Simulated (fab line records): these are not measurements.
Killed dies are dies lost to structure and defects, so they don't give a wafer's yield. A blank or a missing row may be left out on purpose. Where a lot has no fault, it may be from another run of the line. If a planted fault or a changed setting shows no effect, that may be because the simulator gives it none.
A struck lot beside a sound one -- flow nandHarc -- 26 out of 1302 route steps
Sound: the wafers L249.1, L249.3, L249.5. Struck: wafer L258.1 (L258.2, L258.3, from the same lot, were not struck and are left out); the cause is given at the end.
At each step with rows: each side's tool, then ch and its chambers, then its first start. Under that, the readings that differ: sound wafers -- struck wafers -- difference of the means -- sigmas: that difference in standard deviations of wafers without a fault.
alike: readings whose means differ by less than 2 such deviations, and words and numbers that are the same on both sides. not compared: withheld readings, readings that some wafer has no value for, bounds like >300 that may hide the same value, and numbers for which the record gives no deviation and whose values overlap.
Wherever a step has rows on one side only, a row that says differs or no value, or a row with sigmas, the two part there. When numbers do not overlap yet have no deviation, they are printed without sigmas and do not part them. A reading that every wafer of one side lacks parts them only if that side has two wafers or more.

first, 7 steps without rows for these wafers: NHARC_P_GATE_HMDS_84 (time 30 s); NHARC_P_GATE_COAT_85; NHARC_P_GATE_SOFTBAKE_86 (time 95 s); NHARC_P_GATE_EBR_87; NHARC_P_GATE_EXPOSE_88 (exposes mask P HVN, target cd 2000 nm); NHARC_P_GATE_PEB_89 (peb time 85 s); NHARC_P_GATE_DEVELOP_90 (time 70 s).
NHARC_P_GATE_CD_MEAS_91: the cd target is 2000 nm.
  sound on cdSem-02 ch 0, day 7 06:20; struck on cdSem-01 ch 0, day 10 14:25
  alike: cdNm
then, 3 steps without rows for these wafers: NHARC_P_GATE_HARDBAKE_92 (time 80 s); NHARC_P_GATE_DESCUM_93 (chemistry O2, time 3 s); NHARC_P_GATE_IMPLANT_94.
NHARC_P_GATE_STRIP_113: strips in N2/H2, time 740 s.
  sound on plasmaAsher-02 ch 1, day 7 06:59; struck on plasmaAsher-02 ch 0, day 10 14:57
  alike: drypumpMotorCurrentA, heaterPowerW
  not compared: rfHoursCounterH
NHARC_P_GATE_STRIP_95: strips in O2.
  sound on plasmaAsher-02 ch 1, day 7 07:36; struck on plasmaAsher-02 ch 0, day 10 15:40
  alike: drypumpMotorCurrentA, heaterPowerW
  not compared: rfHoursCounterH
then, 3 steps without rows for these wafers: NHARC_P_GATE_STRIP_96 (strips in SPM, time 900 s); NHARC_P_GATE_RTA_64 (time 1 s); NHARC_P_GATE_ETCH_77 (etches SiO2 in dHF, target depth 6 nm).
NHARC_P_GATE_DEGAS_109: time 60 s.
  sound on pvdSputter-03, day 7 08:31; struck on pvdSputter-03, day 10 16:33
  alike: heaterPowerW
then, 3 steps without rows for these wafers: NHARC_P_GATE_PRE_CLEAN_110 (time 30 s); NHARC_P_GATE_SPUTTER_78 (material Ni, target thk 10 nm); NHARC_P_GATE_SPUTTER_79 (material TiN, target thk 10 nm).
NHARC_P_GATE_RTA_80: time 30 s.
  sound on rtpAnneal-02 ch 0, day 7 08:49; struck on rtpAnneal-02 ch 0, day 10 16:50
  alike: lampPowerPct, lamp_zone_5_pct, wafer_temp_C_max
then, 1 step without rows for these wafers: NHARC_P_GATE_STRIP_67 (strips in SPM, time 600 s).
NHARC_P_GATE_RTA_82: time 30 s.
  sound on rtpAnneal-01 ch 0, day 7 09:17; struck on rtpAnneal-01 ch 0, day 10 17:19
  alike: lampPowerPct, lamp_zone_5_pct, wafer_temp_C_max
NHARC_P_GATE_INSPECT_68:
  sound on defectInspect-01, day 7 09:29; struck on defectInspect-01, day 10 17:31
reading,sound,struck,difference,sigmas
rawDefectCount,172 223 270,833,+611,+9
NHARC_P_CONTACT_DEP_30: deposits SiNx, target thk 30 nm.
  sound on pecvd-02 ch 0,1,2, day 7 09:37; struck on pecvd-01 ch 2, day 10 17:35
  alike: heaterPowerW
-- jump in the record: it breaks off in module P_CONTACT and resumes in module END (first step shown: number 1302 of the route), and 18 days separate the struck wafers' starts before and after --
NHARC_END_SORT_01:
  the record has rows for the struck wafers here (prober-01 ch 0, day 29 04:13) and none for the sound ones

WHERE THEY PART
At NHARC_P_GATE_INSPECT_68 first; at NHARC_END_SORT_01 last (within this record only).

WHY: whatever the simulator had introduced
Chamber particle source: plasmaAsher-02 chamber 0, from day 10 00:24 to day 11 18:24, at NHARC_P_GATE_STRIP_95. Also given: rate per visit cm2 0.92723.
